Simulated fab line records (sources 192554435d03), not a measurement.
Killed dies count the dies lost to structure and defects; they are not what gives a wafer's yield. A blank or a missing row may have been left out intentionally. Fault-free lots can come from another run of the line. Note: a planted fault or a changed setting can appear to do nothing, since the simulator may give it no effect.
Chamber matching ; flow n5Finfet ; 4 sister chambers for N5_FIN_SAQP_ETCH_64 on rieSi-04
The step etches SiO2 in CF4, target depth 1.5 nm. 14 wafers are shown with their chamber, then 7 later ones without.

== WAFERS, EACH WITH ITS CHAMBER ==
wafer;chamber;drypumpMotorCurrentA (A);oesProductAu (a.u.)
L081.1;3;5.9;1.013
L081.2;2;6.1;1.037
L081.5;3;5.9;1.012
L087.1;3;5.9;1.003
L087.4;2;6.1;1.048
L087.5;1;5.1;0.999
L093.2;0;6.4;1.023
L093.4;3;5.8;0.998
L093.5;3;5.8;1.003
L094.1;0;6.4;1.013
L094.2;2;6.1;1.033
L094.4;3;5.9;0.997
L095.1;2;6.1;1.027
L095.4;0;6.4;1.023

SIGNATURES (means of the wafers above)
reading;chamber 0;chamber 1;chamber 2;chamber 3;scatter within a chamber
drypumpMotorCurrentA;6.400;5.100;6.100;5.867;0.0365
oesProductAu;1.01967;0.99900;1.03625;1.00433;0.0073
Rule: distance of a wafer from a chamber = root of the sum over the readings of ((wafer's reading minus chamber's mean) / reading's scatter) squared. The wafer belongs to the nearest chamber; if the next one is less than 2 further off, it can't be placed. How the scatter is found: for the shown wafers, subtract from each reading the mean of its chamber, square and add these, divide the total by (wafers less chambers), then take the root.

== WAFERS WITHOUT THEIR CHAMBER ==
wafer;drypumpMotorCurrentA (A);oesProductAu (a.u.)
L095.5;5.1;0.997
L096.1;6.1;1.027
L096.2;5.1;0.996
L096.3;6.4;1.018
L097.1;6.1;1.043
L097.2;5.9;1.017
L097.6;5.8;1.004

== CHAMBER TAKEN BY EACH ==
wafer;from the rows above;in truth
L095.5;1;1
L096.1;2;2
L096.2;1;1
L096.3;0;0
L097.1;2;2
L097.2;3;3
L097.6;3;3
Placed correctly: 7 of 7. Not placeable from these rows: 0. Wrongly placed: 0.
